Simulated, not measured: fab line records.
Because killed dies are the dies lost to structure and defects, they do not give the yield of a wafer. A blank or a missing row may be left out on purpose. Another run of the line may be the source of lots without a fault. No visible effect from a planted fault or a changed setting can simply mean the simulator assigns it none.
Split-lot trial ; flow n5Finfet ; route with 1938 steps; 7 lots, 21 wafers read

ON THE SPLIT
At N5_MOL_CONTACT_COAG_EXPOSE_05 (exposes mask CA, defocus 0 nm), the setting doseMj was moved away from the recipe's 38.25 on 3 of the 21 wafers read, by -5.8% to -3.6%. For the rest of the wafers, this setting stayed at what the recipe calls for.

FROM THE SPLIT TO THE READING: what the file shows between them, 2 steps
- N5_MOL_CONTACT_COAG_PEB_06: peb time 60 s
- N5_MOL_CONTACT_COAG_DEVELOP_07: develop time 30 s

THE READING
cdNm, in nm, at N5_MOL_CONTACT_COAG_CD_MEAS_08 (target cd 28 nm). Fault-free wafers of this fab line usually give 27.9 nm, standard deviation 0.31 nm.

wafer;tool, chamber at the split;doseMj as run;against the recipe;cdNm, nm;against lot-mates on the recipe
L075.2;euvScanner-01, 0;36.02;-5.8%;26.4;-1.1
L075.4;euvScanner-01, 0;38.25;recipe;27.5;-
L075.5;euvScanner-01, 0;36.02;-5.8%;26.3;-1.2
L077.4;euvScanner-02, 0;38.25;recipe;27.7;-
L077.5;euvScanner-02, 0;38.25;recipe;27.7;-
L077.6;euvScanner-02, 0;38.25;recipe;27.9;-
L078.1;euvScanner-02, 0;38.25;recipe;27.4;-
L078.3;euvScanner-02, 0;38.25;recipe;27.4;-
L078.5;euvScanner-02, 0;38.25;recipe;27.8;-
L081.2;euvScanner-01, 0;38.25;recipe;27.9;-
L081.5;euvScanner-01, 0;38.25;recipe;28.0;-
L081.6;euvScanner-01, 0;36.87;-3.6%;26.8;-1.1
L082.1;euvScanner-01, 0;38.25;recipe;28.0;-
L082.4;euvScanner-01, 0;38.25;recipe;28.3;-
L082.5;euvScanner-01, 0;38.25;recipe;28.2;-
L084.2;euvScanner-01, 0;38.25;recipe;27.3;-
L084.3;euvScanner-01, 0;38.25;recipe;27.6;-
L084.6;euvScanner-01, 0;38.25;recipe;27.3;-
L086.1;euvScanner-01, 0;38.25;recipe;28.2;-
L086.2;euvScanner-01, 0;38.25;recipe;27.8;-
L086.3;euvScanner-01, 0;38.25;recipe;28.1;-

THE FIT
A straight line over all 21 wafers: cdNm changes by +0.25 nm for each +1% of doseMj; r = +0.85; the points scatter about the line by 0.3 nm.
The same after taking each lot's own level away (the mean of its wafers on the recipe; 21 wafers): +0.215 nm for each +1%; r = +0.93; scatter 0.16 nm.
That fit puts the effect of the largest move of doseMj on the reading at 1.3 nm.
From 27.40 to 28.17 nm: that is the span of the lots' own levels, equal to 2.5 times the standard deviation above.
Hence the slope depends on the lot-to-lot level, as the two fits are not the same.
Check: for one of the wafers moved furthest among these (-5.8%), held out of the fit, the line's prediction against its lot-mates is -1.38 nm. Against them it came out at -1.1 nm.

OTHER SPLITS APPLIED TO THESE WAFERS
Before the reading, these wafers also passed through other splits. Each is held against what the fit with the lots' levels taken away leaves over:
other split on the same wafers;wafers away from the commonest value;r with cdNm (lot level and that fit taken away)
N5_HKMG_FIN_PEB_10 pebTimeS;8;-0.01

THE WHOLE CHAIN: every reading that the file lists as answering this split, in the file's order
step;what it does;reading;change (the file's fit);r (the file's)
N5_MOL_CONTACT_COAG_CD_MEAS_08;target cd 28 nm;cdNm;+0.232 nm for each +1% of the setting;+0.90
N5_MOL_CONTACT_COAG_ETCH_105;etches SiARC in CF4, target depth 15.6 nm, time 26 s;MOL_CONTACT_COAG.cdOffsetNm (the simulator's own value, which no gauge read);+0.215 nm for each +1% of the setting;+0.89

THE FILE'S OWN FIT
cdNm changes by +0.232 nm for each +1% of doseMj, r = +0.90.
